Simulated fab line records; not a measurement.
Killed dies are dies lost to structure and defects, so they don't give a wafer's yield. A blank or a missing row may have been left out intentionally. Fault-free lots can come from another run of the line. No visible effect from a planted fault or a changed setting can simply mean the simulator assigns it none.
A lot that was struck, set against a sound lot | flow nand_harc | 18 steps out of a route of 1159
Sound: these wafers, L990.2, L990.3, L990.4. Wafers L988.1, L988.3, L988.5 were the ones struck. The cause is named last.
For every step that has rows: the tool of each side, followed by ch and its chambers, followed by its first start. Under that, the readings that differ: sound wafers | struck wafers | difference of the means | sigmas: that difference in standard deviations of wafers without a fault.
alike: a reading whose means differ by less than 2 such deviations, as well as words and numbers matching on both sides. not compared: withheld readings; readings where some wafer has no value; bounds like >300 that might hide an equal value; numbers whose values overlap and for which the record gives no deviation.
The two part at a step that has a row with sigmas, a row that says differs or no value, or rows on one side only. When numbers do not overlap yet have no deviation, they are printed without sigmas and do not part them. A reading missing from all wafers of one side parts the sides only when that side holds two or more wafers.

NHARC_A_M0_OVL_MEAS_10: pitch 160 nm.
  sound on overlay-01, day 20 00:41; struck on overlay-01, day 19 14:53
  alike: overlay_x_nm, overlay_y_nm
NHARC_A_M0_INSPECT_11:
  sound on defect_inspect-02, day 20 00:44; struck on defect_inspect-02, day 19 14:55
  alike: raw_defect_count
then, 1 step without rows for these wafers: NHARC_A_M0_DESCUM_14 (chemistry O2, time 3 s).
NHARC_A_M0_ETCH_34: etches the open film in N2/H2, target depth 40 nm, overetch 12 nm, time 43.94 s.
  sound on rie_diel-06 ch 0,1,2, day 20 00:53; struck on rie_diel-06 ch 0,1,3, day 19 15:05
  alike: drypump_motor_current_A, oes_product_au, rf_vpp_V, showerhead_plenum_p_Torr, throttle_valve_pct
  not compared: rf_hours_counter_h
NHARC_A_M0_ETCH_15: etches the open film in C4F8/Ar, target depth 150 nm, overetch 15 nm, time 82.5 s.
  sound on rie_diel-06 ch 0,2,3; struck on rie_diel-06 ch 0,1,3
  alike: oes_product_au, rf_vpp_V
  not compared: rf_hours_counter_h
NHARC_A_M0_CD_MEAS_16:
  sound on cd_sem-01, day 20 01:05; struck on cd_sem-03, day 19 15:19
  alike: cd_nm
NHARC_A_M0_STRIP_18: strips in N2/H2.
  sound on rie_diel-02 ch 0,1,3, day 20 01:11; struck on rie_diel-13 ch 1,3, day 19 15:25
  alike: drypump_motor_current_A, oes_product_au, rf_vpp_V, showerhead_plenum_p_Torr, throttle_valve_pct
  not compared: rf_hours_counter_h
then, 3 steps without rows for these wafers: NHARC_A_M0_STRIP_19 (strips in post etch residue remover, time 600 s); NHARC_A_M0_DEGAS_28 (time 60 s); NHARC_A_M0_PRE_CLEAN_29 (time 30 s).
NHARC_A_M0_PVD_20: deposits TaN, target thk 5 nm, time 8.06 s.
  sound on pvd_sputter-01; struck on pvd_sputter-01
  alike: throttle_valve_pct
then, 1 step without rows for these wafers: NHARC_A_M0_PVD_21 (deposits Cu, target thk 30 nm, time 20.49 s).
NHARC_A_M0_ECD_22: material Cu, target thk 400 nm.
  sound on ecd_cu-02 ch 0,1, day 20 02:04; struck on ecd_cu-02 ch 0,1, day 19 16:30
  no value came back on the struck wafers for bath_heat_duty_pct (%), bath_temp_c (C); on the sound wafers bath_heat_duty_pct (%) reads 5.5 7.1 5.5
NHARC_A_M0_ANNEAL_30: time 90 s.
  sound on rtp_anneal-02 ch 0, day 20 02:30; struck on rtp_anneal-02 ch 0, day 19 16:51
  alike: wafer_temp_C_max
NHARC_A_M0_CMP_23: polishes, t overpolish 20 s, target thk 113.75 nm.
  sound on cmp-01 ch 0,1,3, day 20 02:47; struck on cmp-04 ch 1,3, day 19 17:16
  reading                | sound          | struck      | difference | sigmas
  time_to_endpoint_s (s) | 30.2 26.9 29.2 | 3.3 3.0 2.6 | -25.8      | -12
  alike: motor_current_A
NHARC_A_M0_THK_MEAS_24: measures by xrf.
  sound on film_metro-01, day 20 03:06; struck on film_metro-02, day 19 17:32
  reading     | sound             | struck         | difference | sigmas
  thk_nm (nm) | 115.4 113.0 116.1 | 29.3 31.9 30.2 | -84.4      | -56
after that, 1 step had no rows for these wafers: NHARC_A_M0_SRD_25.
NHARC_END_SORT_01:
  sound on prober-01 ch 0, day 21 18:16; struck on prober-01 ch 0, day 21 08:16
  reading                  | sound          | struck         | difference | sigmas
  defect_limited_yield (%) | 95.4 95.0 94.7 | 0 0 0          | -95        | -79
  killed_at_array          | 21 26 32       | 673 672 672    | +646       | +87
  killed_dies              | 31 34 36       | 677 677 677    | +643       | +80
  sort_bin_2_pct (%)       | 1.6 1.8 1.5    | 96.8 96.9 97.0 | +95.3      | +99 or more
  sort_n_pass              | 646 643 641    | 0 0 0          | -643       | -80
  sort_rim_yield_pct (%)   | 94.3 96.2 95.3 | 0 0 0          | -95        | -35
  sort_yield_pct (%)       | 95.4 95.0 94.7 | 0 0 0          | -95        | -79
  alike: killed_at_other, killed_at_periphery, killed_open, killed_short, sort_bin_3_pct, sort_bin_4_pct

## WHERE THEY PART
At NHARC_A_M0_ECD_22 first; at NHARC_END_SORT_01 last (within this record only).

WHY: whatever the simulator had introduced
Beginning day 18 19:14, the whole step at NHARC_A_M0_ECD_22 was skipped on ecd_cu-02. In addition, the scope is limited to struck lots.
